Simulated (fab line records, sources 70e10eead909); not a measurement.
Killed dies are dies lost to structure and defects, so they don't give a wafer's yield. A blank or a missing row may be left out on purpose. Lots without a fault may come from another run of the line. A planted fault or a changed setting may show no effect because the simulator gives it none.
Chamber matching | flow nand_harc | NHARC_A_BLC_STRIP_29 on rie_diel-07: 4 sister chambers
The step strips in CF4. 18 wafers are shown with their chamber, then 9 later ones without.

WAFERS WITH THEIR CHAMBER
wafer  | chamber | throttle_valve_pct (%) | oes_product_au (a.u.) | cf4_flow_sccm (sccm)
L080.1 | 0       | 13.288                 | 0.982                 | 150.1
L080.2 | 2       | 13.275                 | 0.983                 | 149.9
L080.6 | 3       | 13.290                 | 0.999                 | 149.6
L081.2 | 0       | 13.282                 | 1.015                 | 149.9
L081.3 | 3       | 13.287                 | 1.001                 | 149.4
L081.5 | 2       | 13.267                 | 0.995                 | 150.0
L083.2 | 1       | 13.276                 | 1.010                 | 149.4
L083.5 | 0       | 13.274                 | 0.996                 | 149.9
L083.6 | 1       | 13.293                 | 0.997                 | 149.8
L088.1 | 1       | 13.285                 | 1.003                 | 150.7
L088.4 | 2       | 13.274                 | 0.995                 | 151.1
L088.5 | 3       | 13.281                 | 1.007                 | 149.2
L087.2 | 2       | 13.288                 | 0.998                 | 150.0
L087.3 | 0       | 13.271                 | 0.990                 | 149.5
L087.4 | 3       | 13.293                 | 1.011                 | 149.8
L086.3 | 2       | 13.280                 | 0.989                 | 149.5
L086.4 | 3       | 13.291                 | 0.990                 | 149.3
L086.5 | 3       | 13.293                 | 1.004                 | 149.7

SIGNATURES (means of the wafers above)
reading            | chamber 0 | chamber 1 | chamber 2 | chamber 3 | scatter within a chamber
throttle_valve_pct | 13.27875  | 13.28467  | 13.27680  | 13.28917  | 0.00692
oes_product_au     | 0.99575   | 1.00333   | 0.99200   | 1.00200   | 0.00881
cf4_flow_sccm      | 149.850   | 149.967   | 150.100   | 149.500   | 0.445
Rule: a wafer's distance from a chamber is the root of the sum, over the readings, of the square of ((its reading less the chamber's mean) divided by the reading's scatter). The wafer belongs to the nearest chamber; if the next one is less than 2 further off, it can't be placed. The scatter: the root of (the sum of the squares of (reading less its chamber's mean) over the shown wafers, divided by (wafers less chambers)).

WAFERS WITHOUT THEIR CHAMBER
wafer  | throttle_valve_pct (%) | oes_product_au (a.u.) | cf4_flow_sccm (sccm)
L094.1 | 13.272                 | 1.003                 | 150.1
L094.4 | 13.292                 | 0.983                 | 149.8
L094.6 | 13.276                 | 0.995                 | 150.1
L093.1 | 13.281                 | 0.982                 | 149.7
L093.5 | 13.301                 | 0.990                 | 149.8
L093.6 | 13.303                 | 0.984                 | 149.8
L095.2 | 13.304                 | 0.995                 | 149.9
L095.3 | 13.290                 | 1.011                 | 149.7
L095.6 | 13.286                 | 1.014                 | 150.2

WHICH CHAMBER EACH WENT THROUGH
wafer  | from the rows above               | in truth
L094.1 | can't be placed: 0 or 2 or 1 or 3 | 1
L094.4 | can't be placed: 3 or 0 or 2 or 1 | 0
L094.6 | can't be placed: 2 or 0 or 1      | 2
L093.1 | can't be placed: 2 or 0 or 1 or 3 | 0
L093.5 | can't be placed: 3 or 1 or 0 or 2 | 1
L093.6 | can't be placed: 3 or 1 or 0 or 2 | 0
L095.2 | can't be placed: 3 or 1 or 0 or 2 | 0
L095.3 | can't be placed: 3 or 1 or 0 or 2 | 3
L095.6 | can't be placed: 1 or 3 or 0 or 2 | 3
Placed correctly: 0 of 9. Can't be placed from these rows: 9 (the true chamber is among the candidates in 9). Placed wrongly: 0.
